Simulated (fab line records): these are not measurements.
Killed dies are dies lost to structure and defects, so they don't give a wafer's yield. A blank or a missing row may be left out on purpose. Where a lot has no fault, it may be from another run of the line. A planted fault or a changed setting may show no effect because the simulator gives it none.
A lot that was struck, set against a sound lot :: flow n5 finfet :: 14 steps out of a route of 1938
Sound: these wafers, L382.1, L382.2, L382.3. Struck: wafer L393.2 (left out: L393.3, L393.6 of the same lot, which were not struck); the cause appears at the end.
Per side, at each step with rows, come the tool, then ch with its chambers, and then its first start. Under that, the readings that differ: sound wafers :: struck wafers :: difference of the means :: sigmas: that difference in standard deviations of wafers without a fault.
alike: readings with means less than 2 such deviations apart, plus words and numbers identical on both sides. not compared: withheld readings, readings lacking a value on some wafer, bounds such as >300 that could conceal the same value, and numbers that have no deviation in the record and whose values overlap.
The two part at a step that has a row with sigmas, a row that says differs or no value, or rows on one side only. Numbers that don't overlap but have no deviation are shown without sigmas and don't part them. A reading that every wafer of one side lacks parts them only if that side has two wafers or more.

first, 1 step without rows for these wafers: N5_MOL_CONTACT_COAG_SPUTTER_143 (material Co, target thk 2.5 nm).
N5_MOL_CONTACT_COAG_CO_FILL_22: material Co, precursor CCTBA/H2, target thk 20 nm.
  sound on cvd co-02 ch 0,1,2, day 6 02:10; struck on cvd co-02 ch 2, day 8 19:33
  alike: chamber pressure Torr, heater power w
N5_MOL_CONTACT_COAG_ANNEAL_113: time 300 s.
  sound on rtp anneal-01 ch 0, day 6 02:47; struck on rtp anneal-02 ch 0, day 8 20:19
reading: lamp power pct (%)
sound: 2.5 2.5 2.5
struck: 3.3
difference: +0.8
sigmas: +2
  alike: wafer_temp_C_max
N5_MOL_CONTACT_COAG_PRE_CLEAN_142: time 60 s.
  sound on pvd sputter-02, day 6 04:58; struck on pvd sputter-01, day 8 22:49
  alike: heater power w
N5_MOL_CONTACT_COAG_SPUTTER_130: material Co, target thk 47.5 nm.
  sound on pvd sputter-02, day 6 05:02; struck on pvd sputter-01, day 8 22:53
  alike: chamber pressure pa, throttle valve pct
then, 2 steps without rows for these wafers: N5_MOL_CONTACT_COAG_PRECLEAN_125 (cleans in DIW, time 57.5 s); N5_MOL_CONTACT_COAG_SRD_126 (dry time 32 s).
N5_MOL_CONTACT_COAG_CMP_23: polishes, stops on SiO2, t overpolish 1.5 s, target thk 0 nm.
  sound on cmp-02 ch 0,1,2, day 6 05:21; struck on cmp-02 ch 2, day 8 23:06
  alike: motor current A, overpolish run s, time to endpoint s
then, 2 steps without rows for these wafers: N5_MOL_CONTACT_COAG_WET_ETCH_26 (target Co, target depth 13 nm); N5_MOL_CONTACT_COAG_WET_ETCH_116 (etches the open film in SC1-inhibited, target depth 4.6 nm, rinse time 30 s).
N5_MOL_CONTACT_COAG_ALD_27: deposits SiOC, target thk 17 nm, pulse time 1.5 s, time 2720 s.
  sound on ald sin-02 ch 1,2,3, day 6 06:10; struck on ald sin-02 ch 2, day 9 02:38
reading: ald cycles
sound: 340 340 340
struck: 647
difference: +307
sigmas: 

reading: run length s (s)
sound: 2770.4 2768.7 2769.1
struck: 5225.6
difference: +2456.2
sigmas: +99 or more

reading: time s (s)
sound: 2720 2720 2720
struck: 5176
difference: +2456
sigmas: 

reading: model.SiOC_of_MOL_CONTACT_COAG_ALD_27.thk nm (nm)
sound: 17 17 17
struck: 32.2
difference: +15.2
sigmas: 
  alike: chamber pressure Torr, heater power w, precursor pulse height rel
then, 1 step without rows for these wafers: N5_MOL_CONTACT_COAG_CMP_28 (polishes, stops on SiNx, t overpolish 0.85 s, target thk 14.522 nm).
-- record jumps: 6 days separate the struck wafers' starts on either side; left off in module MOL_CONTACT_COAG, taken up again in module BEOL_M4, whose first shown step is the route's number 1111 --
N5_BEOL_M4_RC_MEAS_101:
  sound on prober-01 ch 0, day 11 18:39; struck on prober-02 ch 0, day 15 02:17
  alike: DIBL_N, DIBL_P, IOFF_N, IOFF_P, ION_N, ION_P, SS_N, SS_P, VT_N, VT_P
next, for these wafers, 1 step has no rows: N5_PASSIVATION_PROBE_49.

== WHERE THEY PART ==
Last at N5_MOL_CONTACT_COAG_ALD_27 as far as this record goes, first at N5_MOL_CONTACT_COAG_ANNEAL_113. Later steps at which nothing parts them and some readings are alike: N5_BEOL_M4_RC_MEAS_101.

WHY: what the simulator had put in
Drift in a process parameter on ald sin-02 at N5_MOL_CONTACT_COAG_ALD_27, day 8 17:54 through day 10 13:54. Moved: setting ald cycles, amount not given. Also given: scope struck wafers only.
